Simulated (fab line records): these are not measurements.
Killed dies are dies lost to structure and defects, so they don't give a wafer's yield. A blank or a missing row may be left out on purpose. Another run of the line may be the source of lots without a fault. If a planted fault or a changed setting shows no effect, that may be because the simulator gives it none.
Which of the tools did it?	flow n5_finfet	24 lots, 72 wafers sampled, at 6 steps of a route of 1938

WHAT THE GAUGES READ, wafer by wafer
N5_BEOL_M8_THK_MEAS_53: measures by xrf. Usual: for M8_THK the level is 80.6 nm and the standard deviation is 1.8.
lot	measured	on	M8_THK (nm)	flag
L075	day 9 19:21	film_metro-02	78.5 79.4 75.9	
L074	day 9 19:04	film_metro-02	83.2 80.3 82.1	
L076	day 9 22:17	film_metro-01	79.5 80.4 79.3	
L077	day 10 07:11	film_metro-01	81.8 82.6 82.1	
L078	day 10 07:47	film_metro-01	80.3 78.4 77.7	
L079	day 10 11:44	film_metro-01	80.0 79.8 81.7	
L080	day 10 19:22	film_metro-01	82.9 77.3 79.9	
L081	day 11 07:46	film_metro-02	83.0 83.8 81.8	
L082	day 11 11:26	film_metro-01	80.2 81.4 81.6	
L083	day 11 14:33	film_metro-01	81.0 78.9 80.1	
L084	day 12 00:08	film_metro-01	79.0 81.3 81.8	
L085	day 12 05:52	film_metro-02	81.1 81.4 79.4	
L086	day 12 12:35	film_metro-02	82.3 80.4 78.9	
L088	day 12 19:44	film_metro-01	80.1 78.5 78.6	
L089	day 12 22:56	film_metro-01	77.9 82.5 75.9	
L090	day 13 03:42	film_metro-02	76.9 78.4 80.4	
L087	day 13 04:50	film_metro-01	75.9 80.3 79.1	
L091	day 13 05:57	film_metro-02	81.8 81.4 80.1	
L093	day 14 20:51	film_metro-02	81.1 82.8 81.6	
L092	day 14 20:26	film_metro-02	81.1 80.2 80.0	
L097	day 14 21:13	film_metro-02	82.3 80.2 81.0	
L094	day 14 22:41	film_metro-02	78.9 80.1 80.4	
L095	day 15 04:28	film_metro-01	86.4 81.9 82.3	
L096	day 15 22:11	film_metro-01	81.9 81.8 81.8	

WHAT TOOL EACH LOT RAN ON (gives the tool, then ch and the chambers of the sampled wafers, and finally the start)
lot	N5_BEOL_M8_HM_DEP_02	N5_BEOL_M8_DESCUM_16	N5_BEOL_M8_DESCUM_33	N5_BEOL_M8_PRE_CLEAN_45	N5_BEOL_M8_SURFACE_TREAT_79
L075	pvd_sputter-01, day 9 12:08	rie_diel-01 ch 1,2,3, day 9 12:54	rie_diel-03 ch 0,1,3, day 9 15:07	pvd_sputter-02, day 9 16:28	pvd_sputter-01, day 9 17:11
L074	pvd_sputter-03, day 9 12:23	rie_diel-01 ch 0,1,3, day 9 13:37	rie_diel-01 ch 0,1,2, day 9 15:11	pvd_sputter-01, day 9 16:30	pvd_sputter-01, day 9 17:06
L076	pvd_sputter-02, day 9 16:06	rie_diel-01 ch 0,1, day 9 16:41	rie_diel-01 ch 1,3, day 9 19:35	pvd_sputter-02, day 9 20:35	pvd_sputter-02, day 9 20:59
L077	pvd_sputter-03, day 10 00:37	rie_diel-03 ch 0,2, day 10 01:13	rie_diel-01 ch 1,3, day 10 02:29	pvd_sputter-01, day 10 05:34	pvd_sputter-01, day 10 06:10
L078	pvd_sputter-02, day 10 02:46	rie_diel-05 ch 0,1,2, day 10 03:32	rie_diel-01 ch 0,3, day 10 05:16	pvd_sputter-01, day 10 06:21	pvd_sputter-01, day 10 06:43
L079	pvd_sputter-01, day 10 05:58	rie_diel-03 ch 1,2, day 10 06:26	rie_diel-01 ch 0,1,3, day 10 07:32	pvd_sputter-02, day 10 10:01	pvd_sputter-03, day 10 10:28
L080	pvd_sputter-02, day 10 10:29	rie_diel-03 ch 0,1,3, day 10 11:14	rie_diel-03 ch 2,3, day 10 14:53	pvd_sputter-03, day 10 17:53	pvd_sputter-02, day 10 18:14
L081	pvd_sputter-01, day 11 02:49	rie_diel-01 ch 0,1,2, day 11 03:17	rie_diel-01 ch 0,2, day 11 05:14	pvd_sputter-01, day 11 06:16	pvd_sputter-01, day 11 06:42
L082	pvd_sputter-01, day 11 06:01	rie_diel-03 ch 1,2,3, day 11 06:39	rie_diel-01 ch 0,1,2, day 11 08:32	pvd_sputter-03, day 11 09:38	pvd_sputter-03, day 11 10:01
L083	pvd_sputter-01, day 11 10:26	rie_diel-05 ch 0,2,3, day 11 11:02	rie_diel-05 ch 0,1,3, day 11 11:58	pvd_sputter-01, day 11 13:00	pvd_sputter-01, day 11 13:20
L084	pvd_sputter-01, day 11 19:07	rie_diel-05 ch 1,3, day 11 19:35	rie_diel-01 ch 0,1, day 11 20:43	pvd_sputter-03, day 11 22:17	pvd_sputter-02, day 11 22:47
L085	pvd_sputter-03, day 12 00:45	rie_diel-03 ch 1,3, day 12 01:22	rie_diel-03 ch 1,3, day 12 03:10	pvd_sputter-01, day 12 04:10	pvd_sputter-01, day 12 04:37
L086	pvd_sputter-01, day 12 04:31	rie_diel-05 ch 0,2,3, day 12 04:58	rie_diel-05 ch 0,1,3, day 12 08:15	pvd_sputter-01, day 12 09:17	pvd_sputter-01, day 12 09:47
L088	pvd_sputter-01, day 12 15:26	rie_diel-03 ch 0,1,3, day 12 16:02	rie_diel-05 ch 0,1,3, day 12 17:04	pvd_sputter-03, day 12 18:25	pvd_sputter-01, day 12 18:46
L089	pvd_sputter-03, day 12 16:58	rie_diel-05 ch 0,1,2, day 12 17:33	rie_diel-03 ch 0,2,3, day 12 18:56	pvd_sputter-03, day 12 21:32	pvd_sputter-03, day 12 21:58
L090	pvd_sputter-02, day 12 22:01	rie_diel-03 ch 1,2,3, day 12 22:37	rie_diel-05 ch 0,2,3, day 13 00:32	pvd_sputter-03, day 13 01:31	pvd_sputter-01, day 13 01:59
L087	pvd_sputter-03, day 12 22:02	rie_diel-01 ch 0,1,2, day 12 22:47	rie_diel-05 ch 0,2, day 13 00:56	pvd_sputter-03, day 13 03:27	pvd_sputter-03, day 13 03:49
L091	pvd_sputter-03, day 13 01:14	rie_diel-03 ch 1,2, day 13 02:00	rie_diel-01 ch 1,2, day 13 03:05	pvd_sputter-03, day 13 04:09	pvd_sputter-01, day 13 04:31
L093	pvd_sputter-02, day 14 14:05	rie_diel-03 ch 0, day 14 15:11	rie_diel-03 ch 0,1, day 14 17:11	pvd_sputter-01, day 14 18:48	pvd_sputter-01, day 14 19:25
L092	pvd_sputter-01, day 14 14:12	rie_diel-05 ch 1,2,3, day 14 15:16	rie_diel-05 ch 0,1,3, day 14 16:42	pvd_sputter-01, day 14 18:28	pvd_sputter-01, day 14 19:12
L097	pvd_sputter-03, day 14 15:58	rie_diel-03 ch 0,1, day 14 16:47	rie_diel-01 ch 1,2, day 14 17:54	pvd_sputter-01, day 14 19:30	pvd_sputter-01, day 14 20:07
L094	pvd_sputter-02, day 14 17:03	rie_diel-01 ch 0,1,2, day 14 17:38	rie_diel-01 ch 0,1,2, day 14 19:05	pvd_sputter-03, day 14 20:32	pvd_sputter-03, day 14 21:00
L095	pvd_sputter-03, day 14 21:38	rie_diel-03 ch 0,2, day 14 22:13	rie_diel-05 ch 0,2,3, day 15 01:50	pvd_sputter-02, day 15 02:52	pvd_sputter-02, day 15 03:19
L096	pvd_sputter-03, day 15 17:20	rie_diel-01 ch 0,1, day 15 17:56	rie_diel-05 ch 1,2, day 15 19:45	pvd_sputter-02, day 15 20:48	pvd_sputter-02, day 15 21:09
- N5_BEOL_M8_HM_DEP_02: deposits TiN, target thk 20 nm.
- N5_BEOL_M8_DESCUM_16: chemistry O2, time 7.9 s.
- N5_BEOL_M8_DESCUM_33: chemistry O2, time 7 s.
- N5_BEOL_M8_PRE_CLEAN_45: time 30 s.
- N5_BEOL_M8_SURFACE_TREAT_79

WHAT THE TOOLS THEMSELVES READ (means of the sampled wafers that have a number; where no wafer has one, the mark that the record gives instead)
N5_BEOL_M8_HM_DEP_02. Usual: throttle_valve_pct at 30.1 %, with a standard deviation of 1.1.
lot	tool	throttle_valve_pct (%)	flag
L075	pvd_sputter-01	28.9	
L074	pvd_sputter-03	31.3	
L076	pvd_sputter-02	30.2	
L077	pvd_sputter-03	30.6	
L078	pvd_sputter-02	30.6	
L079	pvd_sputter-01	29.1	
L080	pvd_sputter-02	30.5	
L081	pvd_sputter-01	30.1	
L082	pvd_sputter-01	29.2	
L083	pvd_sputter-01	29.8	
L084	pvd_sputter-01	28.8	
L085	pvd_sputter-03	29.9	
L086	pvd_sputter-01	29.7	
L088	pvd_sputter-01	29.0	
L089	pvd_sputter-03	30.5	
L090	pvd_sputter-02	30.5	
L087	pvd_sputter-03	29.7	
L091	pvd_sputter-03	30.6	
L093	pvd_sputter-02	30.1	
L092	pvd_sputter-01	29.1	
L097	pvd_sputter-03	31.5	
L094	pvd_sputter-02	30.6	
L095	pvd_sputter-03	31.6	
L096	pvd_sputter-03	30.6	

N5_BEOL_M8_DESCUM_16. Usual: for bias_power_w, 20.00 W with a standard deviation of 0.062; for chamber_pressure_mTorr, 20.000 mTorr with a standard deviation of 0.019; for drypump_motor_current_A, 5.7 A with a standard deviation of 0.43; for oes_product_au, 0.80 a.u. with a standard deviation of 0.091; for rf_vpp_V, 243.9 V with a standard deviation of 0.97; for showerhead_plenum_p_Torr, 2.15 Torr with a standard deviation of 0.04; for throttle_valve_pct, 20.36 % with a standard deviation of 0.18.
lot	tool	bias_power_w (W)	chamber_pressure_mTorr (mTorr)	drypump_motor_current_A (A)	oes_product_au (a.u.)	rf_vpp_V (V)	showerhead_plenum_p_Torr (Torr)	throttle_valve_pct (%)	flag
L075	rie_diel-01	19.99	20.033	5.7	0.81	244.2	2.16	20.40	
L074	rie_diel-01	20.03	19.997	6.1	0.73	244.6	2.17	20.35	
L076	rie_diel-01	20.05	19.996	6.1	0.74	243.6	2.18	20.39	
L077	rie_diel-03	19.95	20.000	5.6	0.81	244.3	2.20	20.28	
L078	rie_diel-05	19.97	19.997	5.8	0.80	243.4	2.12	20.15	
L079	rie_diel-03	20.03	19.990	5.3	0.73	243.4	2.15	20.38	
L080	rie_diel-03	20.03	19.994	5.5	0.80	243.8	2.17	20.42	
L081	rie_diel-01	20.00	20.020	5.8	0.80	244.2	2.17	20.47	
L082	rie_diel-03	20.05	20.002	5.3	0.72	243.9	2.15	20.44	
L083	rie_diel-05	20.02	20.016	6.0	0.86	243.3	2.11	20.27	
L084	rie_diel-05	20.07	19.984	5.3	0.81	242.5	2.08	20.23	
L085	rie_diel-03	20.02	20.002	5.3	0.78	243.4	2.14	20.52	
L086	rie_diel-05	19.95	20.012	6.0	0.83	243.2	2.10	20.29	
L088	rie_diel-03	20.00	19.993	5.4	0.78	243.5	2.16	20.44	
L089	rie_diel-05	19.99	20.010	5.8	0.77	243.3	2.11	20.19	
L090	rie_diel-03	19.92	19.978	5.3	0.82	243.8	2.14	20.30	
L087	rie_diel-01	19.99	20.007	5.7	0.77	244.0	2.16	20.49	
L091	rie_diel-03	19.95	19.996	5.3	0.86	243.2	2.14	20.32	
L093	rie_diel-03	20.02	19.998	5.9	0.83	245.5	2.20	20.36	
L092	rie_diel-05	20.00	20.006	5.6	0.81	244.3	2.08	20.30	
L097	rie_diel-03	20.01	19.986	5.7	0.81	244.3	2.17	20.43	
L094	rie_diel-01	20.03	19.998	5.8	0.76	244.4	2.15	20.52	
L095	rie_diel-03	19.98	19.986	5.5	0.87	244.4	2.17	20.05	
L096	rie_diel-01	20.03	20.006	6.2	0.70	243.8	2.16	20.47	

N5_BEOL_M8_DESCUM_33. Usual: for bias_power_w, 19.99 W with a standard deviation of 0.059; for chamber_pressure_mTorr, 20.000 mTorr with a standard deviation of 0.018; for drypump_motor_current_A, 5.7 A with a standard deviation of 0.47; for oes_product_au, 0.79 a.u. with a standard deviation of 0.093; for rf_vpp_V, 243.8 V with a standard deviation of 0.96; for showerhead_plenum_p_Torr, 2.14 Torr with a standard deviation of 0.043; for throttle_valve_pct, 20.36 % with a standard deviation of 0.18.
lot	tool	bias_power_w (W)	chamber_pressure_mTorr (mTorr)	drypump_motor_current_A (A)	oes_product_au (a.u.)	rf_vpp_V (V)	showerhead_plenum_p_Torr (Torr)	throttle_valve_pct (%)	flag
L075	rie_diel-03	20.03	20.009	5.5	0.82	244.4	2.17	20.41	
L074	rie_diel-01	20.00	20.001	5.8	0.82	243.9	2.17	20.44	
L076	rie_diel-01	19.93	19.996	5.9	0.75	245.0	2.18	20.34	
L077	rie_diel-01	19.99	20.009	6.1	0.73	244.1	2.15	20.32	
L078	rie_diel-01	19.97	20.008	6.3	0.72	244.3	2.16	20.35	
L079	rie_diel-01	19.95	19.999	6.1	0.73	243.7	2.16	20.34	
L080	rie_diel-03	20.01	20.004	5.2	0.68	243.3	2.15	20.41	
L081	rie_diel-01	19.93	20.014	6.0	0.78	244.6	2.16	20.46	
L082	rie_diel-01	20.00	20.003	5.8	0.79	244.1	2.17	20.47	
L083	rie_diel-05	20.02	20.004	5.7	0.80	241.9	2.10	20.25	
L084	rie_diel-01	20.02	19.994	5.9	0.73	244.6	2.18	20.40	
L085	rie_diel-03	19.95	20.013	5.2	0.73	244.0	2.14	20.49	
L086	rie_diel-05	19.95	19.996	5.7	0.79	243.4	2.09	20.27	
L088	rie_diel-05	19.96	20.009	5.7	0.77	243.4	2.09	20.26	
L089	rie_diel-03	20.01	19.990	5.5	0.83	245.0	2.17	20.22	
L090	rie_diel-05	19.99	20.010	6.0	0.84	243.0	2.10	20.30	
L087	rie_diel-05	19.91	20.003	6.2	0.75	243.2	2.13	20.22	
L091	rie_diel-01	20.05	19.985	5.5	0.78	244.5	2.17	20.50	
L093	rie_diel-03	20.00	20.000	5.7	0.82	244.2	2.17	20.42	
L092	rie_diel-05	19.97	20.002	5.7	0.86	242.6	2.08	20.16	
L097	rie_diel-01	20.04	19.976	5.4	0.81	243.3	2.15	20.58	
L094	rie_diel-01	19.93	19.989	5.8	0.76	244.0	2.16	20.51	
L095	rie_diel-05	19.98	19.990	6.0	0.90	243.5	2.09	20.19	
L096	rie_diel-05	19.99	19.995	5.4	0.75	242.7	2.08	20.21	

N5_BEOL_M8_PRE_CLEAN_45. Usual: heater_power_w at 347 W, with a standard deviation of 29.
lot	tool	heater_power_w (W)	flag
L075	pvd_sputter-02	340	
L074	pvd_sputter-01	367	
L076	pvd_sputter-02	333	
L077	pvd_sputter-01	361	
L078	pvd_sputter-01	367	
L079	pvd_sputter-02	325	
L080	pvd_sputter-03	351	
L081	pvd_sputter-01	355	
L082	pvd_sputter-03	321	
L083	pvd_sputter-01	365	
L084	pvd_sputter-03	360	
L085	pvd_sputter-01	375	
L086	pvd_sputter-01	362	
L088	pvd_sputter-03	330	
L089	pvd_sputter-03	351	
L090	pvd_sputter-03	337	
L087	pvd_sputter-03	359	
L091	pvd_sputter-03	357	
L093	pvd_sputter-01	382	
L092	pvd_sputter-01	370	
L097	pvd_sputter-01	356	
L094	pvd_sputter-03	337	
L095	pvd_sputter-02	342	
L096	pvd_sputter-02	336	

THE ANSWER, worked out from the rows above alone
Rule: a lot is off if the mean of its wafers that have a number lies more than 3 standard deviations from the usual mean. Also off: a lot with no number at a reading for which 4 or more lots have one. Any other lot the step has rows for is counted as sound. The gauges are gone through in route order, then the tools' own readings, and for those a lot's mean is taken as printed above. The first step at which some lot is off is used, and at that step the reading that is off furthest; a lot without a number counts as furthest.
Nothing can be told from this: no lot is off at any reading shown.

WHAT WAS PUT IN BY THE SIMULATOR
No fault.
